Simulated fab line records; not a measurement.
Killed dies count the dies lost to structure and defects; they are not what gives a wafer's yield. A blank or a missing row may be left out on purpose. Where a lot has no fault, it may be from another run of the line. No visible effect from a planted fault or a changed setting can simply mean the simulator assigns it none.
Chamber matching / flow nand-harc / NHARC_A_STAIRCASE_TRIM_12 on rie-diel-11 has 4 sister chambers
The step chemistry O2, time 211.2 s. 24 wafers are shown with their chamber, then 12 later ones without.

== WAFERS, EACH WITH ITS CHAMBER ==
wafer=L076.4; chamber=0; drypump-motor-current-A (A)=6.0; showerhead-plenum-p-Torr (Torr)=3.53; throttle-valve-pct (%)=17.040
wafer=L076.5; chamber=1; drypump-motor-current-A (A)=5.4; showerhead-plenum-p-Torr (Torr)=3.37; throttle-valve-pct (%)=17.022
wafer=L076.6; chamber=2; drypump-motor-current-A (A)=6.0; showerhead-plenum-p-Torr (Torr)=3.64; throttle-valve-pct (%)=17.026
wafer=L075.1; chamber=1; drypump-motor-current-A (A)=5.3; showerhead-plenum-p-Torr (Torr)=3.36; throttle-valve-pct (%)=17.021
wafer=L075.2; chamber=3; drypump-motor-current-A (A)=5.0; showerhead-plenum-p-Torr (Torr)=3.50; throttle-valve-pct (%)=17.041
wafer=L075.6; chamber=0; drypump-motor-current-A (A)=6.0; showerhead-plenum-p-Torr (Torr)=3.53; throttle-valve-pct (%)=17.052
wafer=L077.1; chamber=3; drypump-motor-current-A (A)=5.0; showerhead-plenum-p-Torr (Torr)=3.50; throttle-valve-pct (%)=17.029
wafer=L077.3; chamber=2; drypump-motor-current-A (A)=6.0; showerhead-plenum-p-Torr (Torr)=3.64; throttle-valve-pct (%)=17.027
wafer=L077.5; chamber=1; drypump-motor-current-A (A)=5.4; showerhead-plenum-p-Torr (Torr)=3.36; throttle-valve-pct (%)=17.040
wafer=L082.1; chamber=3; drypump-motor-current-A (A)=5.0; showerhead-plenum-p-Torr (Torr)=3.49; throttle-valve-pct (%)=17.037
wafer=L082.2; chamber=2; drypump-motor-current-A (A)=6.0; showerhead-plenum-p-Torr (Torr)=3.63; throttle-valve-pct (%)=17.038
wafer=L082.4; chamber=0; drypump-motor-current-A (A)=6.0; showerhead-plenum-p-Torr (Torr)=3.52; throttle-valve-pct (%)=17.041
wafer=L085.1; chamber=2; drypump-motor-current-A (A)=6.0; showerhead-plenum-p-Torr (Torr)=3.62; throttle-valve-pct (%)=17.044
wafer=L085.2; chamber=3; drypump-motor-current-A (A)=5.0; showerhead-plenum-p-Torr (Torr)=3.49; throttle-valve-pct (%)=17.031
wafer=L085.5; chamber=2; drypump-motor-current-A (A)=6.0; showerhead-plenum-p-Torr (Torr)=3.63; throttle-valve-pct (%)=17.037
wafer=L089.1; chamber=2; drypump-motor-current-A (A)=6.0; showerhead-plenum-p-Torr (Torr)=3.62; throttle-valve-pct (%)=17.043
wafer=L089.4; chamber=1; drypump-motor-current-A (A)=5.3; showerhead-plenum-p-Torr (Torr)=3.35; throttle-valve-pct (%)=17.031
wafer=L089.5; chamber=0; drypump-motor-current-A (A)=6.0; showerhead-plenum-p-Torr (Torr)=3.51; throttle-valve-pct (%)=17.030
wafer=L090.1; chamber=3; drypump-motor-current-A (A)=5.0; showerhead-plenum-p-Torr (Torr)=3.48; throttle-valve-pct (%)=17.022
wafer=L090.5; chamber=3; drypump-motor-current-A (A)=5.0; showerhead-plenum-p-Torr (Torr)=3.48; throttle-valve-pct (%)=17.047
wafer=L090.6; chamber=2; drypump-motor-current-A (A)=6.0; showerhead-plenum-p-Torr (Torr)=3.62; throttle-valve-pct (%)=17.045
wafer=L092.1; chamber=3; drypump-motor-current-A (A)=5.0; showerhead-plenum-p-Torr (Torr)=3.48; throttle-valve-pct (%)=17.049
wafer=L092.3; chamber=2; drypump-motor-current-A (A)=6.0; showerhead-plenum-p-Torr (Torr)=3.62; throttle-valve-pct (%)=17.052
wafer=L092.5; chamber=0; drypump-motor-current-A (A)=6.0; showerhead-plenum-p-Torr (Torr)=3.51; throttle-valve-pct (%)=17.042

SIGNATURES (averages over the wafers above)
reading=drypump-motor-current-A; chamber 0=6.000; chamber 1=5.350; chamber 2=6.000; chamber 3=5.000; scatter within a chamber=0.0224
reading=showerhead-plenum-p-Torr; chamber 0=3.5200; chamber 1=3.3600; chamber 2=3.6275; chamber 3=3.4886; scatter within a chamber=0.00904
reading=throttle-valve-pct; chamber 0=17.04100; chamber 1=17.02850; chamber 2=17.03900; chamber 3=17.03657; scatter within a chamber=0.00902
Rule: a wafer lies at a distance from a chamber equal to the root of the sum of squares, over the readings, of (its reading less the chamber's mean, divided by the reading's scatter). If the next closest chamber is less than 2 further off than the closest, the wafer can't be placed; otherwise it belongs to the closest. The scatter is the square root of a quotient: the sum, over the shown wafers, of each reading's squared deviation from its chamber's mean, divided by wafers minus chambers.

== WAFERS MISSING THEIR CHAMBER ==
wafer=L094.2; drypump-motor-current-A (A)=5.0; showerhead-plenum-p-Torr (Torr)=3.48; throttle-valve-pct (%)=17.032
wafer=L094.4; drypump-motor-current-A (A)=6.0; showerhead-plenum-p-Torr (Torr)=3.62; throttle-valve-pct (%)=17.036
wafer=L094.5; drypump-motor-current-A (A)=5.0; showerhead-plenum-p-Torr (Torr)=3.48; throttle-valve-pct (%)=17.037
wafer=L095.1; drypump-motor-current-A (A)=6.0; showerhead-plenum-p-Torr (Torr)=3.61; throttle-valve-pct (%)=17.041
wafer=L095.2; drypump-motor-current-A (A)=6.0; showerhead-plenum-p-Torr (Torr)=3.51; throttle-valve-pct (%)=17.046
wafer=L095.3; drypump-motor-current-A (A)=5.0; showerhead-plenum-p-Torr (Torr)=3.48; throttle-valve-pct (%)=17.034
wafer=L095.4; drypump-motor-current-A (A)=6.0; showerhead-plenum-p-Torr (Torr)=3.61; throttle-valve-pct (%)=17.030
wafer=L095.5; drypump-motor-current-A (A)=5.0; showerhead-plenum-p-Torr (Torr)=3.48; throttle-valve-pct (%)=17.044
wafer=L095.6; drypump-motor-current-A (A)=6.0; showerhead-plenum-p-Torr (Torr)=3.51; throttle-valve-pct (%)=17.006
wafer=L097.1; drypump-motor-current-A (A)=5.3; showerhead-plenum-p-Torr (Torr)=3.34; throttle-valve-pct (%)=17.044
wafer=L097.2; drypump-motor-current-A (A)=6.0; showerhead-plenum-p-Torr (Torr)=3.50; throttle-valve-pct (%)=17.031
wafer=L097.3; drypump-motor-current-A (A)=6.0; showerhead-plenum-p-Torr (Torr)=3.61; throttle-valve-pct (%)=17.027

== WHICH CHAMBER EACH ONE RAN IN ==
wafer=L094.2; from the rows above=3; in truth=3
wafer=L094.4; from the rows above=2; in truth=2
wafer=L094.5; from the rows above=3; in truth=3
wafer=L095.1; from the rows above=2; in truth=2
wafer=L095.2; from the rows above=0; in truth=0
wafer=L095.3; from the rows above=3; in truth=3
wafer=L095.4; from the rows above=2; in truth=2
wafer=L095.5; from the rows above=3; in truth=3
wafer=L095.6; from the rows above=0; in truth=0
wafer=L097.1; from the rows above=1; in truth=1
wafer=L097.2; from the rows above=0; in truth=0
wafer=L097.3; from the rows above=2; in truth=2
Correct placement for 12 of the 12. From these rows, 0 cannot be placed. Placed wrongly: 0.
